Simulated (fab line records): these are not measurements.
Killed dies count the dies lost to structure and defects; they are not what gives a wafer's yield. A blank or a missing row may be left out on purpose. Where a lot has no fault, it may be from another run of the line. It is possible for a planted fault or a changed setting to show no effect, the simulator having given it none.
Matching of chambers || flow n5-finfet || N5_BEOL_M8_CURE_74 on uv-cure-03 has 3 sister chambers
The step cures SiCOH lowk, time 240 s. 22 wafers are shown with their chamber, then 10 later ones without.

== EACH WAFER AND ITS CHAMBER ==
{"wafer": "L074.2", "chamber": 0, "wafer_temp_C_max": 386.8, "lamp-power-pct (%)": 52.32}
{"wafer": "L074.3", "chamber": 0, "wafer_temp_C_max": 386.7, "lamp-power-pct (%)": 52.26}
{"wafer": "L074.5", "chamber": 0, "wafer_temp_C_max": 386.8, "lamp-power-pct (%)": 52.33}
{"wafer": "L075.3", "chamber": 2, "wafer_temp_C_max": 388.5, "lamp-power-pct (%)": 52.46}
{"wafer": "L075.6", "chamber": 2, "wafer_temp_C_max": 388.3, "lamp-power-pct (%)": 52.24}
{"wafer": "L076.1", "chamber": 1, "wafer_temp_C_max": 386.6, "lamp-power-pct (%)": 52.39}
{"wafer": "L076.2", "chamber": 1, "wafer_temp_C_max": 386.2, "lamp-power-pct (%)": 52.20}
{"wafer": "L076.6", "chamber": 1, "wafer_temp_C_max": 386.2, "lamp-power-pct (%)": 52.20}
{"wafer": "L081.1", "chamber": 0, "wafer_temp_C_max": 386.6, "lamp-power-pct (%)": 52.37}
{"wafer": "L081.4", "chamber": 0, "wafer_temp_C_max": 386.4, "lamp-power-pct (%)": 52.20}
{"wafer": "L081.6", "chamber": 0, "wafer_temp_C_max": 386.5, "lamp-power-pct (%)": 52.35}
{"wafer": "L081.2", "chamber": 0, "wafer_temp_C_max": 386.0, "lamp-power-pct (%)": 52.30}
{"wafer": "L081.3", "chamber": 0, "wafer_temp_C_max": 386.5, "lamp-power-pct (%)": 52.33}
{"wafer": "L081.5", "chamber": 0, "wafer_temp_C_max": 386.5, "lamp-power-pct (%)": 52.36}
{"wafer": "L082.2", "chamber": 1, "wafer_temp_C_max": 386.1, "lamp-power-pct (%)": 52.31}
{"wafer": "L082.4", "chamber": 1, "wafer_temp_C_max": 386.5, "lamp-power-pct (%)": 52.23}
{"wafer": "L082.5", "chamber": 1, "wafer_temp_C_max": 386.1, "lamp-power-pct (%)": 52.34}
{"wafer": "L086.1", "chamber": 0, "wafer_temp_C_max": 386.2, "lamp-power-pct (%)": 52.34}
{"wafer": "L086.3", "chamber": 0, "wafer_temp_C_max": 386.3, "lamp-power-pct (%)": 52.29}
{"wafer": "L086.5", "chamber": 0, "wafer_temp_C_max": 386.7, "lamp-power-pct (%)": 52.39}
{"wafer": "L088.1", "chamber": 0, "wafer_temp_C_max": 386.9, "lamp-power-pct (%)": 52.36}
{"wafer": "L088.3", "chamber": 0, "wafer_temp_C_max": 386.9, "lamp-power-pct (%)": 52.31}

SIGNATURES (means of the wafers above)
{"reading": "wafer_temp_C_max", "chamber 0": 386.557, "chamber 1": 386.283, "chamber 2": 388.400, "scatter within a chamber": 0.249}
{"reading": "lamp-power-pct", "chamber 0": 52.3221, "chamber 1": 52.2783, "chamber 2": 52.3500, "scatter within a chamber": 0.0679}
Rule: a wafer's distance from a chamber is the root of the sum, over the readings, of the square of ((its reading less the chamber's mean) divided by the reading's scatter). If the next closest chamber is less than 2 further off than the closest, the wafer can't be placed; otherwise it belongs to the closest. The scatter: take each reading less its chamber's mean, square it, sum over the shown wafers, divide by the number of wafers less the number of chambers, and take the root.

== WAFERS WITH NO CHAMBER GIVEN ==
{"wafer": "L088.4", "wafer_temp_C_max": 386.4, "lamp-power-pct (%)": 52.32}
{"wafer": "L090.1", "wafer_temp_C_max": 386.1, "lamp-power-pct (%)": 52.29}
{"wafer": "L090.2", "wafer_temp_C_max": 386.8, "lamp-power-pct (%)": 52.35}
{"wafer": "L090.4", "wafer_temp_C_max": 385.9, "lamp-power-pct (%)": 52.30}
{"wafer": "L090.3", "wafer_temp_C_max": 386.6, "lamp-power-pct (%)": 52.38}
{"wafer": "L090.5", "wafer_temp_C_max": 386.5, "lamp-power-pct (%)": 52.34}
{"wafer": "L090.6", "wafer_temp_C_max": 386.7, "lamp-power-pct (%)": 52.37}
{"wafer": "L097.2", "wafer_temp_C_max": 387.7, "lamp-power-pct (%)": 52.35}
{"wafer": "L097.3", "wafer_temp_C_max": 388.1, "lamp-power-pct (%)": 52.28}
{"wafer": "L097.5", "wafer_temp_C_max": 387.2, "lamp-power-pct (%)": 52.33}

== WHICH CHAMBER EACH WENT THROUGH ==
{"wafer": "L088.4", "from the rows above": "can't be placed: 0 or 1", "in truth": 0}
{"wafer": "L090.1", "from the rows above": "can't be placed: 1 or 0", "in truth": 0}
{"wafer": "L090.2", "from the rows above": "can't be placed: 0 or 1", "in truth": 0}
{"wafer": "L090.4", "from the rows above": "can't be placed: 1 or 0", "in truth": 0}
{"wafer": "L090.3", "from the rows above": "can't be placed: 0 or 1", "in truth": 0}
{"wafer": "L090.5", "from the rows above": "can't be placed: 0 or 1", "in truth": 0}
{"wafer": "L090.6", "from the rows above": "can't be placed: 0 or 1", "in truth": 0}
{"wafer": "L097.2", "from the rows above": "can't be placed: 2 or 0", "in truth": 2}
{"wafer": "L097.3", "from the rows above": 2, "in truth": 2}
{"wafer": "L097.5", "from the rows above": "can't be placed: 0 or 1", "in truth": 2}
1 of 10 placed correctly. Can't be placed from these rows: 9 (the true chamber is among the candidates in 8). Wrongly placed: 0.
